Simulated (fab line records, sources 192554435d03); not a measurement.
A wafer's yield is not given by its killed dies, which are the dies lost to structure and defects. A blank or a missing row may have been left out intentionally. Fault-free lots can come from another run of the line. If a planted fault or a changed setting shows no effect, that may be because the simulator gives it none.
Matching of chambers || flow n5 finfet || N5_FIN_SAQP_MANDREL2_REMOVE_60 on rie si-03: 4 sister chambers
The step chemistry HBr/Cl2/O2, target a-Si, stops on SiNx, bt time 10 s. 4 wafers are shown with their chamber, then 8 later ones without.

WAFERS WITH THEIR CHAMBER
{"wafer": "L080.4", "chamber": 1, "throttle valve pct (%)": 36.68}
{"wafer": "L082.6", "chamber": 0, "throttle valve pct (%)": 37.03}
{"wafer": "L085.3", "chamber": 2, "throttle valve pct (%)": 36.72}
{"wafer": "L086.1", "chamber": 3, "throttle valve pct (%)": 36.35}

WAFERS WITH NO CHAMBER GIVEN
{"wafer": "L086.2", "throttle valve pct (%)": 37.04}
{"wafer": "L086.3", "throttle valve pct (%)": 36.73}
{"wafer": "L090.3", "throttle valve pct (%)": 37.02}
{"wafer": "L090.4", "throttle valve pct (%)": 36.66}
{"wafer": "L090.6", "throttle valve pct (%)": 36.74}
{"wafer": "L096.3", "throttle valve pct (%)": 36.73}
{"wafer": "L096.5", "throttle valve pct (%)": 36.73}
{"wafer": "L096.6", "throttle valve pct (%)": 36.66}

WHICH CHAMBER EACH ONE RAN IN
{"wafer": "L086.2", "from the rows above": 0, "in truth": 0}
{"wafer": "L086.3", "from the rows above": 2, "in truth": 2}
{"wafer": "L090.3", "from the rows above": 0, "in truth": 0}
{"wafer": "L090.4", "from the rows above": 1, "in truth": 1}
{"wafer": "L090.6", "from the rows above": 2, "in truth": 2}
{"wafer": "L096.3", "from the rows above": 2, "in truth": 2}
{"wafer": "L096.5", "from the rows above": 2, "in truth": 2}
{"wafer": "L096.6", "from the rows above": 1, "in truth": 1}
Correct placement for 8 of the 8. Can't be placed from these rows: 0. Number placed wrongly: 0.
How it was worked out, from the rows above alone: a wafer's distance from a chamber is the root of the sum, over the readings, of the square of ((its reading less the chamber's mean) divided by the reading's scatter). If the next closest chamber is less than 2 further off than the closest, the wafer can't be placed; otherwise it belongs to the closest. A chamber's mean is the mean of its shown wafers. The scatter: with one shown wafer a chamber, the root of the mean of the squares of how far each hidden wafer lies from its nearest shown one.
